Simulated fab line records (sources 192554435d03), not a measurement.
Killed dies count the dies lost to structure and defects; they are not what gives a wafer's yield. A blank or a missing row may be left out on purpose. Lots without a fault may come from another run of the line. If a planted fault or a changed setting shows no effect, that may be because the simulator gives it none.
fab line records	flow n5-finfet
record lots=7	wafers=21	last-day=17
route steps=1938 shown MIM_BOT_LITHO@1855 MIM_BOT_ETCH@1866
lots that met no fault: taken from a fault-free run of the same line
start-h: hours from the record's opening day to when the first of the lot's shown wafers began	wait-h: hours elapsed since this lot's preceding step	" unchanged from the row above	L1.1+2: several wafers, shown together as one row	- no value present, or no start provided	* or withheld: withheld	< > ~ a bound
route shown NAME@n: names a module that has steps shown in the file, with the first one's number in the route	usual: mean/standard deviation taken from wafers without a fault	same: alike in all rows	chamber/n: place in a boat	sites: each site's reading	_std_site: how widely they spread, as a standard deviation	_edge_site: mean of outer sites minus mean of inner sites	radius-mm: for every site, how far away it sits from the centre of the wafer	mask NAME#n: copy n	behind: the most recent tool/chamber to have shaped the wafer	hold: the reason the lot was held/the length of the hold in hours/how it ended	device: the n, p or np transistor that did not switch	end of line: the route-end tests of the same wafers	a step given without rows: its recipe and nothing more	killed: dies lost to structure and defects at the first sort, not the wafer's yield	map: a wafer's dies, marking killed ones x, the rest . and places with no die _
set.NAME: the setting as run; set.NAME@STEP: as run at that earlier step	model.NAME: the simulator's own value behind a step, which no gauge read
lots seen at some steps along the route; tables by step, rows by wafer
services: the hour from which a tool's chamber was out of use, counted from the record's first day as start-h (under 0 if before that day), plus the number of hours and why
## steps
# step N5_MIM_BOT_LITHO_COAT_02
# recipe spin-rpm=*	resist-thk-nm=*
# step N5_MIM_BOT_LITHO_EBR_04
# recipe solvent=PGMEA	ebr-width-mm=1.5
# step N5_MIM_BOT_LITHO_SOFTBAKE_03
# recipe temp-c=100	time-s=90
# step N5_MIM_BOT_LITHO_EXPOSE_05
# recipe mask-id=MIM_BOT	na=0.55	source-shape=conventional	sigma-outer=0.8	polarization=unpolarized	dose-mj=24.25
# step N5_MIM_BOT_LITHO_PEB_06
# recipe peb-temp-c=withheld	peb-time-s=*
# step N5_MIM_BOT_LITHO_DEVELOP_07
# recipe develop-time-s=60	rinse-liquid=diw	dry=air-spin	dev-temp-c=21
# step N5_MIM_BOT_LITHO_HARDBAKE_09
# recipe temp-c=130	time-s=120
# step N5_MIM_BOT_LITHO_CD_MEAS_08
# recipe target-cd-nm=3000	landing-energy-ev=500	detector=se-inlens	polarity=opening
# usual cd-nm=3000.3/1.7
# same landing-energy-ev=500
lot.wafer	tool	chamber	start-h	wait-h	cd-nm
L534.2	cd-sem-02	0	265.92	-	3001.2
L534.3	"	0	"	"	3000.6
L534.6	"	0	"	"	3000.7
L539.1	cd-sem-01	0	332.36	-	2997.7
L539.3	"	0	"	"	2999.3
L539.5	"	0	"	"	2999.2
L544.2	cd-sem-02	0	345.62	-	3000.9
L544.3	"	0	"	"	2999.6
L544.6	"	0	"	"	3000.2
L547.1	cd-sem-01	0	348.75	-	3001.8
L547.2	"	0	"	"	3002.0
L547.4	"	0	"	"	3001.0
L546.2	cd-sem-01	0	360.90	-	3003.9
L546.5	"	0	"	"	3003.6
L546.6	"	0	"	"	3004.6
L553.2	cd-sem-02	0	396.93	-	3002.7
L553.3	"	0	"	"	3001.9
L553.5	"	0	"	"	3001.7
L556.2	cd-sem-02	0	397.22	-	3000.6
L556.4	"	0	"	"	2999.4
L556.6	"	0	"	"	3001.6
# step N5_MIM_BOT_LITHO_OVL_MEAS_11
# recipe points-per-wafer=44
# usual MIM_BOT_OVL=2/5.4
lot.wafer	tool	chamber	start-h	wait-h	MIM_BOT_OVL[nm]
L534.2	overlay-02	0	265.95	0.0	0
L534.3	"	0	"	"	-2
L534.6	"	0	"	"	3
L539.1	overlay-02	0	332.40	0.0	8
L539.3	"	0	"	"	0
L539.5	"	0	"	"	5
L544.2	overlay-01	0	345.65	0.0	0
L544.3	"	0	"	"	12
L544.6	"	0	"	"	-3
L547.1	overlay-02	0	348.78	0.0	-4
L547.2	"	0	"	"	0
L547.4	"	0	"	"	4
L546.2	overlay-02	0	360.96	0.1	-1
L546.5	"	0	"	"	-1
L546.6	"	0	"	"	4
L553.2	overlay-02	0	396.97	0.0	1
L553.3	"	0	"	"	9
L553.5	"	0	"	"	2
L556.2	overlay-01	0	397.25	0.0	5
L556.4	"	0	"	"	-3
L556.6	"	0	"	"	9
# step N5_MIM_BOT_LITHO_INSPECT_12
# recipe mode=adi	inspect-instrument=macro
# usual raw-defect-count=2.2/1.4
lot.wafer	tool	chamber	start-h	wait-h	raw-defect-count
L534.2	defect-inspect-02	-	265.97	0.0	1
L534.3	"	-	"	"	0
L534.6	"	-	"	"	4
L539.1	defect-inspect-01	-	332.42	0.0	3
L539.3	"	-	"	"	1
L539.5	"	-	"	"	4
L544.2	defect-inspect-02	-	345.68	0.0	0
L544.3	"	-	"	"	1
L544.6	"	-	"	"	0
L547.1	defect-inspect-02	-	348.81	0.0	0
L547.2	"	-	"	"	1
L547.4	"	-	"	"	1
L546.2	defect-inspect-02	-	360.98	0.0	1
L546.5	"	-	"	"	0
L546.6	"	-	"	"	2
L553.2	defect-inspect-02	-	396.99	0.0	3
L553.3	"	-	"	"	1
L553.5	"	-	"	"	5
L556.2	defect-inspect-02	-	397.27	0.0	4
L556.4	"	-	"	"	4
L556.6	"	-	"	"	5
# step N5_MIM_BOT_LITHO_DESCUM_10
# recipe chemistry=O2	time-s=7.9	source-power-w=50	bias-power-w=20	pressure-mtorr=20	rf-frequency-hz=2.712e+07	temp-c=40	o2-flow-sccm=225
# usual drypump-motor-current-A=5.8/0.4	oes-product-au=0.79/0.073	rf-vpp-V=243.2/1.3	showerhead-plenum-p-Torr=2.10/0.069	throttle-valve-pct=20.50/0.29
lot.wafer	tool	chamber	start-h	wait-h	drypump-motor-current-A	oes-product-au	rf-hours-counter-h	rf-vpp-V	showerhead-plenum-p-Torr	throttle-valve-pct
L534.2	rie-diel-01	1	266.03	0.1	5.5	0.78	137	241.2	2.10	20.14
L534.3	"	0	"	"	5.5	0.85	64	241.2	2.03	20.71
L534.6	"	3	"	"	6.1	0.87	-	241.6	2.03	19.97
L539.1	rie-diel-01	3	332.45	0.0	6.1	0.84	56	241.6	2.03	19.98
L539.3	"	2	"	"	5.9	0.70	239	244.5	2.16	20.75
L539.5	"	0	"	"	5.5	0.81	-	241.5	2.02	20.75
L544.2	rie-diel-03	3	345.91	0.2	5.1	0.93	18	243.9	2.23	20.32
L544.3	"	2	"	"	5.6	0.74	165	245.4	2.18	20.69
L544.6	"	3	"	"	5.1	0.93	-	246.4	2.23	20.30
L547.1	rie-diel-03	3	348.84	0.0	5.1	0.94	19	246.0	2.23	20.31
L547.2	"	2	"	"	5.7	0.75	166	244.3	2.18	20.67
L547.4	"	0	"	"	6.0	0.93	26	243.7	2.15	20.52
L546.2	rie-diel-03	1	361.05	0.1	5.8	0.81	100	244.7	2.20	20.22
L546.5	"	3	"	"	5.1	0.94	-	244.9	2.23	20.31
L546.6	"	2	"	"	5.7	0.75	-	243.3	2.18	20.69
L553.2	rie-diel-03	1	397.19	0.2	5.8	0.79	112	244.2	2.20	20.22
L553.3	"	3	"	"	5.1	0.90	34	246.3	2.22	20.33
L553.5	"	2	"	"	5.6	0.73	-	244.5	2.18	20.73
L556.2	rie-diel-06	1	397.36	0.1	5.8	0.76	152	241.5	2.00	20.78
L556.4	"	0	"	"	5.7	0.70	-	242.9	2.08	20.66
L556.6	"	1	"	"	5.8	0.76	-	242.2	2.00	20.77
# step N5_MIM_BOT_ETCH_ETCH_04
# recipe chemistry=CF4/O2	target=SiNx	target-depth-a=260	time-s=13	ion-energy-ev=100	pressure-mtorr=40	source-w=535	bias-w=49	Ar_flow_sccm=100	cf4-flow-sccm=100	O2_flow_sccm=10
# usual drypump-motor-current-A=5.8/0.39	mfc-ar-sccm=99.99/0.28	oes_o_777_au=0.79/0.069	oes-product-au=0.79/0.072	rf-fwd-power-W=531.4/1.9	rf-vpp-V=241.2/1.7	showerhead-plenum-p-Torr=2.21/0.065	throttle-valve-pct=16.06/0.28
lot.wafer	tool	chamber	start-h	wait-h	drypump-motor-current-A	mfc-ar-sccm	oes_o_777_au	oes-product-au	rf-fwd-power-W	rf-hours-counter-h	rf-vpp-V	showerhead-plenum-p-Torr	throttle-valve-pct
L534.2	rie-diel-01	1	266.09	0.0	5.5	100.08	0.78	0.80	531.4	137	238.3	2.21	15.70
L534.3	"	0	"	"	5.5	99.77	0.82	0.84	531.6	64	240.9	2.15	16.28
L534.6	"	3	"	"	6.1	99.81	0.84	0.87	532.9	-	239.7	2.16	15.58
L539.1	rie-diel-01	3	332.52	0.0	6.1	99.92	0.80	0.85	532.5	56	240.8	2.15	15.63
L539.3	"	2	"	"	5.9	99.53	0.70	0.69	532.5	239	243.5	2.27	16.29
L539.5	"	0	"	"	5.5	100.03	0.80	0.81	533.7	-	241.1	2.15	16.32
L544.2	rie-diel-03	3	345.98	0.0	5.1	100.70	0.93	0.93	527.7	18	243.3	2.34	15.80
L544.3	"	2	"	"	5.6	100.09	0.76	0.74	529.0	165	243.0	2.29	16.23
L544.6	"	3	"	"	5.1	100.34	0.93	0.93	531.6	-	243.3	2.34	15.81
L547.1	rie-diel-03	3	348.91	0.0	5.1	100.14	0.93	0.93	528.7	19	242.2	2.34	15.81
L547.2	"	2	"	"	5.7	100.32	0.75	0.75	532.0	166	240.7	2.29	16.25
L547.4	"	0	"	"	6.0	100.09	0.93	0.93	530.9	26	241.2	2.25	15.98
L546.2	rie-diel-03	1	361.12	0.0	5.8	100.02	0.81	0.80	531.9	100	238.7	2.31	15.81
L546.5	"	3	"	"	5.1	99.87	0.92	0.92	530.4	-	243.6	2.34	15.81
L546.6	"	2	"	"	5.6	100.34	0.76	0.74	533.1	-	243.9	2.28	16.23
L553.2	rie-diel-03	1	397.26	0.0	5.8	99.68	0.79	0.80	530.2	112	240.1	2.31	15.82
L553.3	"	3	"	"	5.1	99.61	0.89	0.90	530.6	34	243.8	2.34	15.85
L553.5	"	2	"	"	5.6	99.96	0.75	0.74	529.1	-	242.0	2.28	16.25
L556.2	rie-diel-06	1	397.42	0.0	5.8	99.93	0.76	0.76	532.0	152	237.9	2.12	16.35
L556.4	"	0	"	"	5.7	100.01	0.71	0.70	529.5	-	239.7	2.19	16.23
L556.6	"	1	"	"	5.8	100.04	0.76	0.76	530.5	-	238.1	2.12	16.32
# step N5_MIM_BOT_ETCH_ETCH_03
# recipe chemistry=Cl2/BCl3	target-depth-a=120	pressure-mtorr=8	icp-w=800	bias-w=100	Cl2_flow_sccm=20	bcl3-flow-sccm=80
# usual drypump-motor-current-A=6.1/0.4	oes-product-au=0.74/0.074	rf-fwd-power-W=794.7/2.6	throttle-valve-pct=27.41/0.098
lot.wafer	tool	chamber	start-h	wait-h	drypump-motor-current-A	oes-product-au	rf-fwd-power-W	rf-hours-counter-h	throttle-valve-pct	model.etch.depth-nm	model.MIM_BOT_ETCH.cd-offset-nm
L534.2	rie-metal-02	1	266.18	0.1	6.3	0.74	795.1	58	27.41	12.3	0
L534.3	"	0	"	"	6.5	0.68	795.7	-	27.38	12.06	-0.2
L534.6	"	0	"	"	6.5	0.68	794.7	-	27.35	12.08	0
L539.1	rie-metal-03	0	332.61	0.1	6.1	0.64	799.2	102	27.72	11.78	0
L539.3	"	1	"	"	5.9	0.81	794.8	-	27.44	12.17	0.4
L539.5	"	0	"	"	6.1	0.64	795.6	-	27.72	11.73	0.2
L544.2	rie-metal-02	1	346.07	0.1	6.3	0.72	793.2	65	27.40	12.13	0
L544.3	"	0	"	"	6.6	0.58	604.9	-	27.38	9.531	1.2
L544.6	"	0	"	"	6.5	0.58	606.3	-	27.37	9.523	1
L547.1	rie-metal-02	1	348.99	0.1	6.3	0.71	793.7	66	27.41	12	-0.2
L547.2	"	0	"	"	6.5	0.59	602.3	87	27.39	9.496	1.2
L547.4	"	0	"	"	6.5	0.59	603.5	-	27.37	9.433	1
L546.2	rie-metal-02	0	361.21	0.1	6.5	0.58	602.5	88	27.38	9.499	0.8
L546.5	"	0	"	"	6.5	0.58	605.1	-	27.37	9.496	0.8
L546.6	"	1	"	"	6.3	0.72	795.8	-	27.40	12.11	-0.2
L553.2	rie-metal-01	0	397.35	0.1	5.7	0.81	790.9	33	27.40	12.08	0.2
L553.3	"	0	"	"	5.8	0.83	792.3	-	27.40	12.16	0
L553.5	"	1	"	"	5.3	0.71	795.6	-	27.28	11.87	0
L556.2	rie-metal-03	1	397.51	0.1	5.9	0.80	797.5	38	27.47	12.15	-0.2
L556.4	"	0	"	"	6.1	0.95	792.7	-	27.49	12	-0.2
L556.6	"	1	"	"	5.9	0.79	798.3	-	27.46	12.09	-0.2
# step N5_MIM_BOT_ETCH_ETCH_00
# recipe chemistry=Cl2/BCl3	target=TiN	target-depth-a=455	ion-energy-ev=150	pressure-mtorr=10	icp-w=1000	bias-w=126	Cl2_flow_sccm=53.25	bcl3-flow-sccm=21.75	Ar_flow_sccm=25
# usual drypump-motor-current-A=6.1/0.4	mfc-ar-sccm=25.01/0.077	oes-product-au=0.74/0.074	rf-fwd-power-W=995/3.4	throttle-valve-pct=21.80/0.099
lot.wafer	tool	chamber	start-h	wait-h	drypump-motor-current-A	mfc-ar-sccm	oes-product-au	rf-fwd-power-W	rf-hours-counter-h	throttle-valve-pct	model.MIM_BOT_ETCH.cd-offset-nm
L534.2	rie-metal-02	1	266.27	0.1	6.3	25.14	0.74	996	59	21.76	0
L534.3	"	0	"	"	6.5	24.95	0.68	999	-	21.81	-0.4
L534.6	"	0	"	"	6.5	24.92	0.69	995	-	21.77	0
L539.1	rie-metal-03	0	332.70	0.1	6.1	25.07	0.64	994	102	22.17	-0.2
L539.3	"	1	"	"	5.9	25.13	0.80	997	-	21.78	0
L539.5	"	0	"	"	6.1	25.03	0.64	992	-	22.14	0
L544.2	rie-metal-02	1	346.16	0.1	6.3	25.10	0.71	993	66	21.77	0
L544.3	"	0	"	"	6.5	25.03	0.67	996	-	21.80	1
L544.6	"	0	"	"	6.5	25.00	0.67	991	-	21.81	0.8
L547.1	rie-metal-02	1	349.08	0.1	6.4	25.08	0.72	990	66	21.80	-0.2
L547.2	"	0	"	"	6.5	25.04	0.66	1000	87	21.83	1.2
L547.4	"	0	"	"	6.5	25.00	0.66	1001	-	21.81	1
L546.2	rie-metal-02	0	361.30	0.1	6.5	25.09	0.67	995	88	21.81	0.6
L546.5	"	0	"	"	6.5	25.08	0.67	994	-	21.80	0.6
L546.6	"	1	"	"	6.3	24.85	0.72	992	-	21.77	-0.2
L553.2	rie-metal-01	0	397.44	0.1	5.7	24.95	0.83	996	33	21.74	0
L553.3	"	0	"	"	5.8	25.09	0.82	993	-	21.75	-0.2
L553.5	"	1	"	"	5.3	25.09	0.72	999	-	21.71	0
L556.2	rie-metal-03	1	397.60	0.1	6.0	25.14	0.79	993	38	21.79	-0.4
L556.4	"	0	"	"	6.1	24.96	0.95	989	-	21.87	-0.2
L556.6	"	1	"	"	5.9	24.90	0.79	993	-	21.80	-0.4
# step N5_MIM_BOT_ETCH_STRIP_01
# recipe chemistry=O2	power-w=600	temp-c=60	pressure-mtorr=30	rf-frequency-hz=6e+07	bias-power-w=0	overash-fraction=0.5	o2-flow-sccm=225
# usual drypump-motor-current-A=5.8/0.38	oes-product-au=0.80/0.076	rf-vpp-V=3.8/1.3	showerhead-plenum-p-Torr=2.11/0.07	throttle-valve-pct=16.72/0.27
lot.wafer	tool	chamber	start-h	wait-h	drypump-motor-current-A	oes-product-au	rf-hours-counter-h	rf-vpp-V	showerhead-plenum-p-Torr	throttle-valve-pct
L534.2	rie-diel-01	3	266.41	0.1	6.1	0.86	35	3.2	2.04	16.24
L534.3	"	2	"	"	5.9	0.70	217	4.0	2.17	16.93
L534.6	"	0	"	"	5.5	0.84	-	5.0	2.03	16.92
L539.1	rie-diel-03	1	332.84	0.1	5.8	0.82	88	6.0	2.21	16.46
L539.3	"	0	"	"	6.0	0.95	19	3.3	2.15	16.69
L539.5	"	1	"	"	5.8	0.84	-	6.0	2.21	16.44
L544.2	rie-diel-06	2	346.30	0.1	6.8	0.69	239	2.7	2.06	17.21
L544.3	"	3	"	"	5.4	0.78	146	3.8	2.10	16.61
L544.6	"	2	"	"	6.8	0.71	-	1.6	2.06	17.18
L547.1	rie-diel-06	1	349.37	0.2	5.8	0.76	137	4.8	2.01	16.94
L547.2	"	0	"	"	5.8	0.71	198	3.4	2.09	16.86
L547.4	"	2	"	"	6.8	0.70	240	3.3	2.06	17.24
L546.2	rie-diel-01	0	361.47	0.1	5.5	0.81	97	2.5	2.02	16.98
L546.5	"	3	"	"	6.1	0.82	-	1.9	2.03	16.25
L546.6	"	1	"	"	5.5	0.74	-	2.9	2.10	16.41
L553.2	rie-diel-06	0	397.58	0.1	5.7	0.71	217	1.7	2.08	16.88
L553.3	"	3	"	"	5.4	0.76	165	3.8	2.09	16.65
L553.5	"	0	"	"	5.8	0.69	-	5.8	2.08	16.94
L556.2	rie-diel-01	1	397.74	0.1	5.5	0.75	187	4.1	2.09	16.49
L556.4	"	2	"	"	5.9	0.95	9	3.6	2.15	16.58
L556.6	"	0	"	"	5.4	0.78	-	4.6	2.02	16.98
## services
tool	chamber	start-h	hours	kind
rie-diel-01	1	247.05	2.6	repair
rie-diel-03	3	247.54	9.3	repair
rie-metal-03	-	258.26	0.4	repair
rie-diel-03	0	259.40	-	clean
rie-diel-03	0	259.40	-	consumable-replace:focus-ring
rie-diel-03	0	259.40	20.5	scheduled-down
rie-diel-03	0	259.40	20.5	vent-cycle
rie-diel-03	-	267.25	1.6	repair
rie-diel-03	3	279.88	-	clean
rie-diel-03	3	279.88	-	consumable-replace:focus-ring
rie-diel-03	3	279.88	-	consumable-replace:showerhead
rie-diel-03	3	279.88	20.9	scheduled-down
rie-diel-03	3	279.88	20.9	vent-cycle
rie-metal-01	0	302.31	5.3	repair
rie-diel-03	2	330.71	4.4	repair
rie-diel-01	2	357.51	-	clean
rie-diel-01	2	357.51	-	consumable-replace:focus-ring
rie-diel-01	2	357.51	16.1	scheduled-down
rie-diel-01	2	357.51	16.1	vent-cycle
rie-metal-01	1	362.21	3.6	repair
rie-diel-06	-	370.27	2.8	pm
rie-diel-06	2	379.23	-	clean
rie-diel-06	1	389.46	5.7	repair
rie-diel-03	3	390.81	4.9	repair
## key
first-sign step=N5_MIM_BOT_ETCH_ETCH_03	reading=rf-fwd-power-W	direction=down	sigmas=74	usual=*	struck=*
effect step=N5_MIM_BOT_ETCH_ETCH_03	reading=oes-product-au	direction=down	sigmas=2.2	usual=0.74	struck=0.58
model-effect step=N5_MIM_BOT_ETCH_ETCH_03	value=etch.depth-nm	without=12.06	struck=9.496
model-effect step=N5_MIM_BOT_ETCH_ETCH_00	value=MIM_BOT_ETCH.cd-offset-nm	without=-0.2667	struck=0.8667
met-at N5_MIM_BOT_ETCH_ETCH_03
struck-wafers L544.3,L544.6,L546.2,L546.5,L547.2,L547.4
onset-between 266.18 346.07
fault kind=process-parameter-drift	tool=rie-metal-02	chamber=0	onset-h=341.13	steps=N5_MIM_BOT_ETCH_ETCH_03	channel=icp-w	offset=-192	shape=step	end-h=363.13	acts-in=these-recipes-only	stated=800
